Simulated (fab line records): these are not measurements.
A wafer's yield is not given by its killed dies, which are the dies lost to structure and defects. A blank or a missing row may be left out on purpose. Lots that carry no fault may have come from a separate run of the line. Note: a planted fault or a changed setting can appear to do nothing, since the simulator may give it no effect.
Lot-split experiment ; flow n5 finfet ; 39 wafers read across 7 lots, on a route 1938 steps long

ON THE SPLIT
At N5_FIN_SAQP_DEVELOP_15 (develop time 30 s), the setting develop time s was moved away from the recipe's 30 s on 15 of the 39 wafers read, by -56.5% to +57.3%. The other wafers ran this setting at the recipe's value.

No step appears in the file between the split and the reading.

THE READING
cd nm, in nm, at N5_FIN_SAQP_CD_MEAS_16 (target cd 35.6 nm). Typical for fault-free wafers on this fab line: 35.55 nm, with standard deviation 0.27 nm.

wafer;tool, chamber at the split;develop time s as run, s;against the recipe;cd nm, nm;against lot-mates on the recipe
L075.1;litho track-01, 0;24.02;-19.9%;36.21;+0.66
L075.2;litho track-01, 0;30;recipe;35.51;-
L075.3;litho track-01, 0;30;recipe;35.42;-
L075.4;litho track-01, 0;24.02;-19.9%;36.05;+0.50
L075.5;litho track-01, 0;24.02;-19.9%;36.31;+0.76
L075.6;litho track-01, 0;30;recipe;35.71;-
L076.1;litho track-01, 0;30;recipe;35.60;-
L076.2;litho track-01, 0;30;recipe;35.52;-
L076.3;litho track-01, 0;30;recipe;35.58;-
L076.4;litho track-01, 0;24.12;-19.6%;36.23;+0.66
L076.5;litho track-01, 0;24.12;-19.6%;36.09;+0.52
L076.6;litho track-01, 0;24.12;-19.6%;36.20;+0.63
L077.1;litho track-03, 0;30;recipe;35.32;-
L077.2;litho track-03, 0;30;recipe;35.69;-
L077.3;litho track-03, 0;30;recipe;35.40;-
L077.4;litho track-03, 0;30;recipe;35.54;-
L077.5;litho track-03, 0;30;recipe;35.05;-
L077.6;litho track-03, 0;30;recipe;35.54;-
L086.1;litho track-01, 0;47.19;+57.3%;34.65;-0.88
L086.2;litho track-01, 0;30;recipe;35.43;-
L086.3;litho track-01, 0;47.19;+57.3%;34.74;-0.79
L086.4;litho track-01, 0;47.19;+57.3%;34.33;-1.20
L086.5;litho track-01, 0;30;recipe;35.34;-
L086.6;litho track-01, 0;30;recipe;35.82;-
L089.1;litho track-01, 0;17.69;-41.0%;36.30;+0.93
L089.2;litho track-01, 0;17.69;-41.0%;36.68;+1.31
L089.3;litho track-01, 0;30;recipe;35.40;-
L089.4;litho track-01, 0;30;recipe;35.38;-
L089.5;litho track-01, 0;30;recipe;35.34;-
L089.6;litho track-01, 0;17.69;-41.0%;36.04;+0.67
L092.1;litho track-01, 0;30;recipe;35.54;-
L092.2;litho track-01, 0;13.05;-56.5%;36.84;+1.33
L092.3;litho track-01, 0;30;recipe;35.72;-
L092.4;litho track-01, 0;13.05;-56.5%;36.99;+1.48
L092.5;litho track-01, 0;30;recipe;35.26;-
L092.6;litho track-01, 0;13.05;-56.5%;37.71;+2.20
L093.1;litho track-01, 0;30;recipe;36.09;-
L093.4;litho track-01, 0;30;recipe;35.69;-
L093.5;litho track-01, 0;30;recipe;35.75;-

THE FIT
A straight line over all 39 wafers: cd nm changes by -0.0225 nm for each +1% of develop time s; r = -0.91; the points scatter about the line by 0.27 nm.
The same after taking each lot's own level away (the mean of its wafers on the recipe; 39 wafers): -0.0232 nm for each +1%; r = -0.93; scatter 0.24 nm.
The reading moves by 1.3 nm for the largest change in develop time s, on that fit.
The span of the lots' own levels, 35.373 to 35.843 nm, comes to 1.7 times the standard deviation stated above.
So the lot-to-lot level changes the slope little: the two slopes agree.
Check: for one of the wafers moved furthest among these (+57.3%), held out of the fit, the line's prediction against its lot-mates is -1.33 nm. Against them it came out at -0.88 nm.

ADDITIONAL SPLITS CARRIED BY THESE WAFERS
These wafers also went through other splits before the reading. Each is held against what the fit with the lots' levels taken away leaves over:
other split on the same wafers;wafers away from the commonest value;r with cd nm (lot level and that fit taken away)
N5_ZERO_LAYER_DEVELOP_10 develop time s;12;+0.16

FILE'S OWN FIT
cd nm changes by -0.024 nm for each +1% of develop time s, r = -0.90.
